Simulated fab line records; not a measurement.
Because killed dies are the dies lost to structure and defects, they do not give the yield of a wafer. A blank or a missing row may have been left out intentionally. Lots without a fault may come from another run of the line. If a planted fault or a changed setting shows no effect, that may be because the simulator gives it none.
Chamber matching || flow nand harc || NHARC_A_STAIRCASE_ETCHBACK_422 on rie diel-05: 4 sister chambers
The step etches the open film in CH3F/O2, target depth 40 nm, time 74.286 s. 18 wafers are shown with their chamber, then 9 later ones without.

WAFERS PAIRED WITH THEIR CHAMBERS
{"wafer": "L597.3", "chamber": 1, "throttle valve pct (%)": 20.665, "showerhead plenum p Torr (Torr)": 2.44, "rf vpp V (V)": 244.2}
{"wafer": "L597.5", "chamber": 0, "throttle valve pct (%)": 20.669, "showerhead plenum p Torr (Torr)": 2.27, "rf vpp V (V)": 242.9}
{"wafer": "L597.6", "chamber": 1, "throttle valve pct (%)": 20.659, "showerhead plenum p Torr (Torr)": 2.44, "rf vpp V (V)": 243.6}
{"wafer": "L599.2", "chamber": 2, "throttle valve pct (%)": 20.667, "showerhead plenum p Torr (Torr)": 2.47, "rf vpp V (V)": 244.3}
{"wafer": "L599.5", "chamber": 0, "throttle valve pct (%)": 20.677, "showerhead plenum p Torr (Torr)": 2.27, "rf vpp V (V)": 241.2}
{"wafer": "L599.6", "chamber": 3, "throttle valve pct (%)": 20.669, "showerhead plenum p Torr (Torr)": 2.40, "rf vpp V (V)": 242.9}
{"wafer": "L601.2", "chamber": 1, "throttle valve pct (%)": 20.652, "showerhead plenum p Torr (Torr)": 2.43, "rf vpp V (V)": 243.4}
{"wafer": "L601.3", "chamber": 0, "throttle valve pct (%)": 20.663, "showerhead plenum p Torr (Torr)": 2.27, "rf vpp V (V)": 243.1}
{"wafer": "L601.6", "chamber": 0, "throttle valve pct (%)": 20.665, "showerhead plenum p Torr (Torr)": 2.27, "rf vpp V (V)": 240.7}
{"wafer": "L605.2", "chamber": 1, "throttle valve pct (%)": 20.667, "showerhead plenum p Torr (Torr)": 2.43, "rf vpp V (V)": 244.5}
{"wafer": "L605.3", "chamber": 3, "throttle valve pct (%)": 20.664, "showerhead plenum p Torr (Torr)": 2.40, "rf vpp V (V)": 243.3}
{"wafer": "L605.4", "chamber": 0, "throttle valve pct (%)": 20.671, "showerhead plenum p Torr (Torr)": 2.66, "rf vpp V (V)": 248.7}
{"wafer": "L608.1", "chamber": 3, "throttle valve pct (%)": 20.670, "showerhead plenum p Torr (Torr)": 2.39, "rf vpp V (V)": 244.2}
{"wafer": "L608.3", "chamber": 0, "throttle valve pct (%)": 20.672, "showerhead plenum p Torr (Torr)": 2.66, "rf vpp V (V)": 247.5}
{"wafer": "L608.6", "chamber": 1, "throttle valve pct (%)": 20.665, "showerhead plenum p Torr (Torr)": 2.43, "rf vpp V (V)": 246.1}
{"wafer": "L611.1", "chamber": 0, "throttle valve pct (%)": 20.669, "showerhead plenum p Torr (Torr)": 2.66, "rf vpp V (V)": 247.1}
{"wafer": "L611.2", "chamber": 3, "throttle valve pct (%)": 20.661, "showerhead plenum p Torr (Torr)": 2.39, "rf vpp V (V)": 242.9}
{"wafer": "L611.4", "chamber": 2, "throttle valve pct (%)": 20.664, "showerhead plenum p Torr (Torr)": 2.46, "rf vpp V (V)": 242.9}

SIGNATURES, as means of the wafers listed above
{"reading": "throttle valve pct", "chamber 0": 20.66943, "chamber 1": 20.66160, "chamber 2": 20.66550, "chamber 3": 20.66600, "scatter within a chamber": 0.00491}
{"reading": "showerhead plenum p Torr", "chamber 0": 2.4371, "chamber 1": 2.4340, "chamber 2": 2.4650, "chamber 3": 2.3950, "scatter within a chamber": 0.137}
{"reading": "rf vpp V", "chamber 0": 244.457, "chamber 1": 244.360, "chamber 2": 243.600, "chamber 3": 243.325, "scatter within a chamber": 2.23}
Rule: a wafer lies at a distance from a chamber equal to the root of the sum of squares, over the readings, of (its reading less the chamber's mean, divided by the reading's scatter). If the next closest chamber is less than 2 further off than the closest, the wafer can't be placed; otherwise it belongs to the closest. The scatter is the square root of a quotient: the sum, over the shown wafers, of each reading's squared deviation from its chamber's mean, divided by wafers minus chambers.

WAFERS WITH NO CHAMBER GIVEN
{"wafer": "L612.2", "throttle valve pct (%)": 20.663, "showerhead plenum p Torr (Torr)": 2.46, "rf vpp V (V)": 244.6}
{"wafer": "L612.4", "throttle valve pct (%)": 20.663, "showerhead plenum p Torr (Torr)": 2.65, "rf vpp V (V)": 245.6}
{"wafer": "L612.5", "throttle valve pct (%)": 20.641, "showerhead plenum p Torr (Torr)": 2.43, "rf vpp V (V)": 242.5}
{"wafer": "L620.1", "throttle valve pct (%)": 20.667, "showerhead plenum p Torr (Torr)": 2.42, "rf vpp V (V)": 242.5}
{"wafer": "L620.2", "throttle valve pct (%)": 20.661, "showerhead plenum p Torr (Torr)": 2.65, "rf vpp V (V)": 245.5}
{"wafer": "L620.5", "throttle valve pct (%)": 20.669, "showerhead plenum p Torr (Torr)": 2.65, "rf vpp V (V)": 247.0}
{"wafer": "L618.2", "throttle valve pct (%)": 20.670, "showerhead plenum p Torr (Torr)": 2.65, "rf vpp V (V)": 246.9}
{"wafer": "L618.5", "throttle valve pct (%)": 20.670, "showerhead plenum p Torr (Torr)": 2.39, "rf vpp V (V)": 243.6}
{"wafer": "L618.6", "throttle valve pct (%)": 20.673, "showerhead plenum p Torr (Torr)": 2.42, "rf vpp V (V)": 244.1}

CHAMBER TAKEN BY EACH
{"wafer": "L612.2", "from the rows above": "can't be placed: 1 or 2 or 3 or 0", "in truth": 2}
{"wafer": "L612.4", "from the rows above": "can't be placed: 1 or 2 or 0 or 3", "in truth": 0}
{"wafer": "L612.5", "from the rows above": "can't be placed: 1 or 2 or 3 or 0", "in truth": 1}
{"wafer": "L620.1", "from the rows above": "can't be placed: 3 or 2 or 0 or 1", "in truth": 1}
{"wafer": "L620.2", "from the rows above": "can't be placed: 1 or 2 or 3 or 0", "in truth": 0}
{"wafer": "L620.5", "from the rows above": "can't be placed: 0 or 2 or 1 or 3", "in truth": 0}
{"wafer": "L618.2", "from the rows above": "can't be placed: 0 or 2 or 3 or 1", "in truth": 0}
{"wafer": "L618.5", "from the rows above": "can't be placed: 0 or 3 or 2 or 1", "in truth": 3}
{"wafer": "L618.6", "from the rows above": "can't be placed: 0 or 3 or 2 or 1", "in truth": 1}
Correct placement for 0 of the 9. From these rows, 9 cannot be placed; in 9 the true chamber is one of the candidates. Number placed wrongly: 0.
